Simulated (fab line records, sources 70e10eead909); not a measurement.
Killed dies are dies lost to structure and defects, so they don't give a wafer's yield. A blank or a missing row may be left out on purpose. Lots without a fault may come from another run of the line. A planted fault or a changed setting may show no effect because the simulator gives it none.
A struck lot beside a sound one | flow nand_harc | 39 steps out of a route of 1159
Sound: wafers L618.1, L618.3, L618.5. Struck: wafer L631.6. (L631.1, L631.2 of the same lot were not struck and are left out.) The cause comes at the end.
At each step with rows: each side's tool, then ch and its chambers, then its first start. Under that, the readings that differ: sound wafers | struck wafers | difference of the means | sigmas: that difference in standard deviations of wafers without a fault.
alike: readings whose means differ by less than 2 such deviations, and words and numbers that are the same on both sides. not compared: withheld readings, readings that some wafer has no value for, bounds like >300 that may hide the same value, and numbers for which the record gives no deviation and whose values overlap.
The two part at a step that has a row with sigmas, a row that says differs or no value, or rows on one side only. Numbers that don't overlap but have no deviation are shown without sigmas and don't part them. A reading that every wafer of one side lacks parts them only if that side has two wafers or more.

first, 4 steps without rows for these wafers: NHARC_A_CHANNEL_FILL_D1_ALD_15 (deposits SiNx, target thk 2 nm, pulse time 60 s, ald cycles 19); NHARC_A_CHANNEL_FILL_D1_ALD_16 (deposits SiO2, target thk 1.5 nm, pulse time 10 s, ald cycles 15); NHARC_A_CHANNEL_FILL_D1_ANNEAL_17 (time 1800 s); NHARC_A_CHANNEL_FILL_D1_CVD_18 (deposits poly-Si, target thk 3 nm).
NHARC_A_CHANNEL_FILL_D1_ETCHBACK_19: etches the open film in HBr/Cl2, target depth 5 nm, time 1.7 s.
  sound on rie_si-03 ch 1,2, day 10 07:39; struck on rie_si-05 ch 2, day 13 02:38
  alike: bias_w, drypump_motor_current_A, oes_product_au, throttle_valve_pct
  not compared: rf_hours_counter_h
NHARC_A_CHANNEL_FILL_D1_ETCHBACK_20: etches the open film in C4F8/O2/Ar, target depth 27 nm, time 13.5 s.
  sound on rie_diel-07 ch 0,1, day 10 07:47; struck on rie_diel-13 ch 1, day 13 02:46
  reading               | sound          | struck | difference | sigmas
  bias_w (W)            | 1509 1499 1510 | 1492   | -14        | -3
  oes_product_au (a.u.) | 0.91 0.93 0.92 | 1.00   | +0.08      | +2
  alike: rf_vpp_V
  not compared: rf_hours_counter_h
then, 5 steps without rows for these wafers: NHARC_A_CHANNEL_FILL_D1_STRIP_28 (strips in O2, time 20 s); NHARC_A_CHANNEL_FILL_D1_PRECLEAN_21 (cleans in dHF, time 30 s); NHARC_A_CHANNEL_FILL_D1_SRD_23; NHARC_A_CHANNEL_FILL_D1_CVD_05 (deposits poly-Si, target thk 5 nm); NHARC_A_CHANNEL_FILL_D1_ANNEAL_22 (time 7200 s).
NHARC_A_CHANNEL_FILL_D1_THK_MEAS_06: measures by ellipsometry.
  sound on film_metro-01, day 10 19:30; struck on film_metro-02, day 13 14:22
  alike: thk_nm
NHARC_A_CHANNEL_FILL_D1_ALD_25: deposits SiOx, target thk 60 nm, pulse time 10 s, ald cycles 600.
  sound on ald_hk-04 ch 1,2,3, day 10 19:37; struck on ald_hk-02 ch 3, day 13 17:32
  alike: heater_power_w, precursor_pulse_height_rel
then, 1 step without rows for these wafers: NHARC_A_CHANNEL_FILL_D1_ETCHBACK_08 (etches the open film in C4F8, target depth 220 nm, time 110 s).
NHARC_A_CHANNEL_FILL_D1_STRIP_29: strips in O2, time 20 s.
  sound on rie_diel-02 ch 0,1,3; struck on rie_diel-13 ch 1
  alike: drypump_motor_current_A, oes_product_au, rf_vpp_V, showerhead_plenum_p_Torr, throttle_valve_pct
  not compared: rf_hours_counter_h
then, 6 steps without rows for these wafers: NHARC_A_CHANNEL_FILL_D1_PRECLEAN_30 (cleans in dHF, time 30 s); NHARC_A_CHANNEL_FILL_D1_SRD_31; NHARC_A_CHANNEL_FILL_D1_CVD_09 (deposits poly-Si, target thk 150 nm, time 3000 s); NHARC_A_CHANNEL_FILL_D1_CMP_10 (polishes, target thk 150 nm); NHARC_A_CHANNEL_FILL_D1_SRD_12; NHARC_A_CHANNEL_FILL_D1_RTA_24 (time 5 s).
NHARC_A_STAIRCASE_DEP_156: deposits SiNx, target thk 50 nm.
  sound on pecvd-02 ch 0,1, day 11 07:50; struck on pecvd-04 ch 2, day 14 02:39
  alike: heater_power_w
then, 10 steps without rows for these wafers: NHARC_A_STAIRCASE_DEHYDRATE_158 (time 120 s); NHARC_A_STAIRCASE_HMDS_159 (time 30 s); NHARC_A_STAIRCASE_COAT_160; NHARC_A_STAIRCASE_SOFTBAKE_161 (time 170 s); NHARC_A_STAIRCASE_EBR_162; NHARC_A_STAIRCASE_EXPOSE_163 (exposes mask STAIR OPEN); NHARC_A_STAIRCASE_PEB_164 (peb time 130 s); NHARC_A_STAIRCASE_DEVELOP_165 (time 140 s); NHARC_A_STAIRCASE_HARDBAKE_167 (time 140 s); NHARC_A_STAIRCASE_DESCUM_168 (chemistry O2, time 3 s).
NHARC_A_STAIRCASE_ETCH_169: etches the open film in CH3F/O2, target depth 50 nm, time 107.1 s.
  sound on rie_diel-01 ch 1,2, day 11 08:56; struck on rie_diel-08 ch 0, day 14 05:22
  alike: bias_w, drypump_motor_current_A, oes_product_au, rf_vpp_V, showerhead_plenum_p_Torr, throttle_valve_pct
  not compared: rf_hours_counter_h
then, 5 steps without rows for these wafers: NHARC_A_STAIRCASE_ETCH_170 (etches the open film in C4F6/O2, target depth 200 nm, time 66.667 s); NHARC_A_STAIRCASE_STRIP_171 (strips in O2); NHARC_A_STAIRCASE_STRIP_172 (strips in SPM, time 900 s); NHARC_A_STAIRCASE_PRECLEAN_173 (cleans in SC1); NHARC_A_STAIRCASE_SRD_174.
-- the record jumps here: 9 days lie between the struck wafers' starts before and after (it left off in module A_STAIRCASE and takes up again in module END, whose first step shown is number 1159 of the route) --
NHARC_END_SORT_01:
  the record has rows for the struck wafers here (prober-01 ch 0, day 23 10:23) and none for the sound ones

WHERE THEY PART
First at NHARC_A_CHANNEL_FILL_D1_ETCHBACK_20; last, within this record, at NHARC_END_SORT_01.

WHY: what the simulator had put in
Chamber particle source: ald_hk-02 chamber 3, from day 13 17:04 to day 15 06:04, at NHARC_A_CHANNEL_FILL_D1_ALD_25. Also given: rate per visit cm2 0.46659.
